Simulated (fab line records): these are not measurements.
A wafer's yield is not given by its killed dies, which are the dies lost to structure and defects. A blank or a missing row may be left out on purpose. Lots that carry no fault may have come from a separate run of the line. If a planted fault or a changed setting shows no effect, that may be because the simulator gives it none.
Matching of chambers / flow nand harc / 4 sister chambers for NHARC_A_CONTACT_ETCH_92 on rie diel-11
The step etches the open film in CH3F/O2, target depth 40 nm, time 85.7 s. 14 wafers are shown with their chamber, then 7 later ones without.

== WAFERS, EACH WITH ITS CHAMBER ==
wafer=L900.1; chamber=0; drypump motor current A (A)=6.8; showerhead plenum p Torr (Torr)=2.64; rf vpp V (V)=247.1
wafer=L900.2; chamber=1; drypump motor current A (A)=5.4; showerhead plenum p Torr (Torr)=2.30; rf vpp V (V)=242.3
wafer=L900.4; chamber=2; drypump motor current A (A)=6.1; showerhead plenum p Torr (Torr)=2.29; rf vpp V (V)=242.7
wafer=L905.1; chamber=3; drypump motor current A (A)=5.3; showerhead plenum p Torr (Torr)=2.31; rf vpp V (V)=241.8
wafer=L905.4; chamber=1; drypump motor current A (A)=5.5; showerhead plenum p Torr (Torr)=2.29; rf vpp V (V)=242.1
wafer=L905.6; chamber=2; drypump motor current A (A)=6.1; showerhead plenum p Torr (Torr)=2.29; rf vpp V (V)=242.1
wafer=L914.2; chamber=0; drypump motor current A (A)=6.8; showerhead plenum p Torr (Torr)=2.62; rf vpp V (V)=245.9
wafer=L914.3; chamber=3; drypump motor current A (A)=5.3; showerhead plenum p Torr (Torr)=2.30; rf vpp V (V)=242.1
wafer=L914.6; chamber=0; drypump motor current A (A)=6.8; showerhead plenum p Torr (Torr)=2.63; rf vpp V (V)=246.1
wafer=L918.2; chamber=3; drypump motor current A (A)=5.3; showerhead plenum p Torr (Torr)=2.30; rf vpp V (V)=242.3
wafer=L918.5; chamber=1; drypump motor current A (A)=5.5; showerhead plenum p Torr (Torr)=2.28; rf vpp V (V)=242.0
wafer=L918.6; chamber=0; drypump motor current A (A)=6.8; showerhead plenum p Torr (Torr)=2.62; rf vpp V (V)=244.2
wafer=L919.4; chamber=1; drypump motor current A (A)=5.4; showerhead plenum p Torr (Torr)=2.28; rf vpp V (V)=242.2
wafer=L919.5; chamber=3; drypump motor current A (A)=5.3; showerhead plenum p Torr (Torr)=2.30; rf vpp V (V)=241.8

SIGNATURES, as means of the wafers listed above
reading=drypump motor current A; chamber 0=6.800; chamber 1=5.450; chamber 2=6.100; chamber 3=5.300; scatter within a chamber=0.0316
reading=showerhead plenum p Torr; chamber 0=2.6275; chamber 1=2.2875; chamber 2=2.2900; chamber 3=2.3025; scatter within a chamber=0.00791
reading=rf vpp V; chamber 0=245.825; chamber 1=242.150; chamber 2=242.400; chamber 3=242.000; scatter within a chamber=0.69
Rule: for a wafer and a chamber, the distance is found by dividing, reading by reading, the gap between the wafer's reading and the chamber's mean by the reading's scatter, squaring, summing and taking the root. The wafer belongs to the nearest chamber; if the next one is less than 2 further off, it can't be placed. The scatter is the square root of a quotient: the sum, over the shown wafers, of each reading's squared deviation from its chamber's mean, divided by wafers minus chambers.

== WAFERS WITH NO CHAMBER GIVEN ==
wafer=L919.6; drypump motor current A (A)=6.1; showerhead plenum p Torr (Torr)=2.28; rf vpp V (V)=241.9
wafer=L921.4; drypump motor current A (A)=5.5; showerhead plenum p Torr (Torr)=2.28; rf vpp V (V)=242.0
wafer=L921.5; drypump motor current A (A)=5.5; showerhead plenum p Torr (Torr)=2.28; rf vpp V (V)=241.6
wafer=L921.6; drypump motor current A (A)=6.1; showerhead plenum p Torr (Torr)=2.28; rf vpp V (V)=242.1
wafer=L922.1; drypump motor current A (A)=5.5; showerhead plenum p Torr (Torr)=2.28; rf vpp V (V)=243.8
wafer=L922.4; drypump motor current A (A)=6.1; showerhead plenum p Torr (Torr)=2.28; rf vpp V (V)=242.5
wafer=L922.6; drypump motor current A (A)=6.8; showerhead plenum p Torr (Torr)=2.62; rf vpp V (V)=246.3

== CHAMBER TAKEN BY EACH ==
wafer=L919.6; from the rows above=2; in truth=2
wafer=L921.4; from the rows above=1; in truth=1
wafer=L921.5; from the rows above=1; in truth=1
wafer=L921.6; from the rows above=2; in truth=2
wafer=L922.1; from the rows above=1; in truth=1
wafer=L922.4; from the rows above=2; in truth=2
wafer=L922.6; from the rows above=0; in truth=0
Correct placement for 7 of the 7. Number that these rows cannot place: 0. Number placed wrongly: 0.
